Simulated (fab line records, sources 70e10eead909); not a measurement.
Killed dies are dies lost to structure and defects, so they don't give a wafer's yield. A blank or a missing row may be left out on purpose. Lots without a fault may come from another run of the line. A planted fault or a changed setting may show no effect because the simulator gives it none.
Which tool did it? | flow nand_harc | 12 lots, 36 wafers sampled, at 5 steps of a route of 1159

WHAT THE GAUGES READ, wafer by wafer
NHARC_P_START_INSPECT_01.
lot  | measured    | on                | raw_defect_count
L332 | day 1 12:02 | defect_inspect-01 | 0 6 4
L334 | day 2 00:02 | defect_inspect-01 | 4 3 3
L336 | day 2 12:02 | defect_inspect-02 | 6 4 3
L337 | day 2 18:02 | defect_inspect-02 | 3 1 0
L339 | day 3 06:02 | defect_inspect-01 | 4 2 3
L346 | day 5 00:02 | defect_inspect-02 | 3 2 7
L347 | day 5 06:02 | defect_inspect-02 | 6 2 7
L348 | day 5 12:02 | defect_inspect-01 | 2 5 3
L350 | day 6 00:02 | defect_inspect-02 | 3 6 3
L351 | day 6 06:02 | defect_inspect-02 | 2 1 0
L352 | day 6 12:02 | defect_inspect-01 | 7 7 6
L355 | day 7 06:02 | defect_inspect-02 | 1 6 4

NHARC_END_SORT_01.
lot  | measured     | on        | killed_at_array | killed_at_other | killed_at_periphery | killed_dies | killed_open | killed_short
L332 | day 19 16:32 | prober-02 | 24 21 21        | 0 0 1           | 1 1 1               | 25 22 23    | 4 3 1       | 0 0 1
L337 | day 20 12:49 | prober-02 | 18 21 17        | 2 0 0           | 657 656 660         | 677 677 677 | 2 0 1       | 2 1 0
L339 | day 20 20:59 | prober-01 | 12 6 12         | 0 1 2           | 665 670 663         | 677 677 677 | 3 4 2       | 2 1 1
L347 | day 24 01:09 | prober-02 | 46 49 48        | 1 0 1           | 4 0 0               | 51 49 49    | 4 1 1       | 3 1 2
L348 | day 24 01:06 | prober-01 | 18 9 14         | 0 0 0           | 1 3 1               | 19 12 15    | 1 4 1       | 2 1 1
L350 | day 24 08:58 | prober-02 | 40 39 41        | 1 1 0           | 1 0 0               | 42 40 41    | 3 1 2       | 0 1 2
L351 | day 24 17:31 | prober-02 | 13 14 10        | 0 2 2           | 0 2 2               | 13 18 14    | 2 6 1       | 2 1 1
L352 | day 25 01:14 | prober-02 | 27 32 35        | 0 1 0           | 1 2 2               | 28 35 37    | 2 6 5       | 4 2 1

WHICH TOOL RAN EACH LOT (tool, then ch and the chambers of the sampled wafers, then the start)
lot  | NHARC_P_ZERO_WELL_DESCUM_54       | NHARC_P_ZERO_WELL_STRIP_56         | NHARC_P_STI_ETCH_15
L332 | rie_diel-12 ch 0,1,2, day 1 17:59 | wet_bench-05 ch 1,2,3, day 1 18:31 | rie_si-06 ch 1,2, day 2 14:07
L334 | rie_diel-11 ch 0,1,3, day 2 06:04 | wet_bench-04 ch 2,3,4, day 2 06:35 | rie_si-06 ch 0,1, day 3 01:46
L336 | rie_diel-08 ch 0,1,3, day 2 17:55 | wet_bench-05 ch 0,1,5, day 2 18:26 | rie_si-03 ch 0,1,3, day 3 12:51
L337 | rie_diel-12 ch 2,3, day 2 23:49   | wet_bench-05 ch 2,4,7, day 3 00:22 | -
L339 | rie_diel-08 ch 0,3, day 3 11:49   | wet_bench-05 ch 4,5,6, day 3 12:22 | -
L346 | rie_diel-12 ch 0,2,3, day 5 06:02 | wet_bench-01 ch 0,5,7, day 5 06:35 | rie_si-03 ch 0,2, day 5 23:57
L347 | rie_diel-11 ch 0,2, day 5 12:05   | wet_bench-05 ch 2,4,5, day 5 12:37 | rie_si-03 ch 1,2,3, day 6 13:23
L348 | rie_diel-12 ch 1,3, day 5 17:41   | wet_bench-05 ch 1,4,5, day 5 18:13 | rie_si-04 ch 0,2,3, day 6 13:31
L350 | rie_diel-11 ch 0,1,2, day 6 06:02 | wet_bench-04 ch 1,3,4, day 6 06:35 | rie_si-06 ch 0,1,3, day 6 21:18
L351 | rie_diel-11 ch 1,2,3, day 6 11:46 | wet_bench-05 ch 1,5,6, day 6 12:18 | rie_si-06 ch 0,1,3, day 7 05:14
L352 | rie_diel-12 ch 2,3, day 6 17:39   | wet_bench-04 ch 0,1,5, day 6 18:11 | rie_si-06 ch 0,2,3, day 7 11:25
L355 | rie_diel-11 ch 1,2,3, day 7 11:39 | wet_bench-01 ch 0,3,5, day 7 12:11 | rie_si-03 ch 0,1,3, day 8 02:10
- NHARC_P_ZERO_WELL_DESCUM_54: chemistry O2, time 3 s.
- NHARC_P_ZERO_WELL_STRIP_56: strips in SPM, time 840 s.
- NHARC_P_STI_ETCH_15: etches the open film in HBr/Cl2, target depth 300 nm, time 100.1 s.

WHAT THE TOOLS THEMSELVES READ (means of the sampled wafers that have a number; where no wafer has one, the mark that the record gives instead)
NHARC_P_ZERO_WELL_DESCUM_54.
lot  | tool        | drypump_motor_current_A (A) | oes_product_au (a.u.) | rf_vpp_V (V) | showerhead_plenum_p_Torr (Torr) | throttle_valve_pct (%)
L332 | rie_diel-12 | 5.7                         | 0.999                 | 58.2         | 2.01                            | 11.314
L334 | rie_diel-11 | 5.3                         | 1.014                 | 58.1         | 1.97                            | 11.306
L336 | rie_diel-08 | 5.8                         | 0.992                 | 57.6         | 1.90                            | 11.306
L337 | rie_diel-12 | 5.8                         | 1.010                 | 58.2         | 1.89                            | 11.304
L339 | rie_diel-08 | 6.0                         | 0.994                 | 57.9         | 1.97                            | 11.313
L346 | rie_diel-12 | 5.6                         | 1.001                 | 58.1         | 1.95                            | 11.314
L347 | rie_diel-11 | 5.5                         | 1.004                 | 57.5         | 1.99                            | 11.313
L348 | rie_diel-12 | 6.1                         | 1.011                 | 57.1         | 1.92                            | 11.328
L350 | rie_diel-11 | 5.4                         | 1.007                 | 57.9         | 1.97                            | 11.312
L351 | rie_diel-11 | 5.4                         | 0.997                 | 58.3         | 1.95                            | 11.314
L352 | rie_diel-12 | 5.8                         | 1.006                 | 57.7         | 1.89                            | 11.303
L355 | rie_diel-11 | 5.4                         | 1.008                 | 58.8         | 1.95                            | 11.309

NHARC_P_ZERO_WELL_STRIP_56.
lot  | tool         | bath_guard_temp_C (C) | bath_heat_duty_pct (%) | temp_c (C)
L332 | wet_bench-05 | 129.5                 | 14.4                   | 130.01
L334 | wet_bench-04 | 129.6                 | 16.8                   | 130.14
L336 | wet_bench-05 | 130.1                 | 12.5                   | 130.04
L337 | wet_bench-05 | -                     | -                      | -
L339 | wet_bench-05 | -                     | -                      | -
L346 | wet_bench-01 | 130.0                 | 14.2                   | 130.03
L347 | wet_bench-05 | 129.7                 | 15.0                   | 130.07
L348 | wet_bench-05 | 130.0                 | 13.9                   | 129.94
L350 | wet_bench-04 | 129.9                 | 15.8                   | 130.09
L351 | wet_bench-05 | 129.7                 | 13.6                   | 130.01
L352 | wet_bench-04 | 129.4                 | 14.9                   | 130.01
L355 | wet_bench-01 | 129.9                 | 15.9                   | 129.97

NHARC_P_STI_ETCH_15.
lot  | tool      | drypump_motor_current_A (A) | hbr_flow_sccm (sccm) | oes_product_au (a.u.) | rf_fwd_power_W (W) | throttle_valve_pct (%)
L332 | rie_si-06 | 6.3                         | 150.1                | 0.983                 | 399.0              | 26.402
L334 | rie_si-06 | 5.6                         | 149.5                | 0.986                 | 398.3              | 26.408
L336 | rie_si-03 | 6.1                         | 150.0                | 1.011                 | 397.2              | 26.410
L346 | rie_si-03 | 6.2                         | 149.9                | 1.006                 | 398.1              | 26.397
L347 | rie_si-03 | 5.8                         | 149.8                | 1.009                 | 397.0              | 26.410
L348 | rie_si-04 | 5.7                         | 149.6                | 0.996                 | 398.4              | 26.405
L350 | rie_si-06 | 5.7                         | 150.1                | 0.978                 | 396.5              | 26.400
L351 | rie_si-06 | 5.7                         | 149.9                | 0.992                 | 398.2              | 26.401
L352 | rie_si-06 | 6.1                         | 149.7                | 0.984                 | 397.0              | 26.405
L355 | rie_si-03 | 6.0                         | 149.6                | 0.998                 | 398.8              | 26.407

THE ANSWER, worked out from the rows above alone
Rule: what is usual is taken from the lots themselves. Put in order of their means at a reading, lots are off if they are a third of the lots or fewer, leave a main group of 4 or more, and stand apart from it by a gap of 3 or more times the standard deviation of the main group's means; of several such gaps the widest counts. A main group whose means are all the same, to the digits that the tables above print for the reading, isn't used. A lot without any number at a reading at which 4 lots or more have one is off too. The other lots that the step has rows for count as sound. The gauges are gone through in route order, then the tools' own readings, and for those a lot's mean is taken as printed above. The first step at which some lot is off is used, and at that step the reading that is off furthest; a lot without a number counts as furthest.
Off: L337, L339, at NHARC_END_SORT_01 (killed_at_periphery). The main group: mean 1.2, standard deviation 0.46. Neither off nor sound, because the step has no rows for them: L334, L336, L346, L355.
A tool fits if, at a process step before that reading, it ran every lot that is off, and no sound lot after the first of them. The gauges at NHARC_END_SORT_01 aren't tried: what is off there is off at NHARC_P_ZERO_WELL_STRIP_56 too, on other tools, and a gauge's error can't cause that. None of those tried fits.

WHAT THE SIMULATOR HAD PUT IN
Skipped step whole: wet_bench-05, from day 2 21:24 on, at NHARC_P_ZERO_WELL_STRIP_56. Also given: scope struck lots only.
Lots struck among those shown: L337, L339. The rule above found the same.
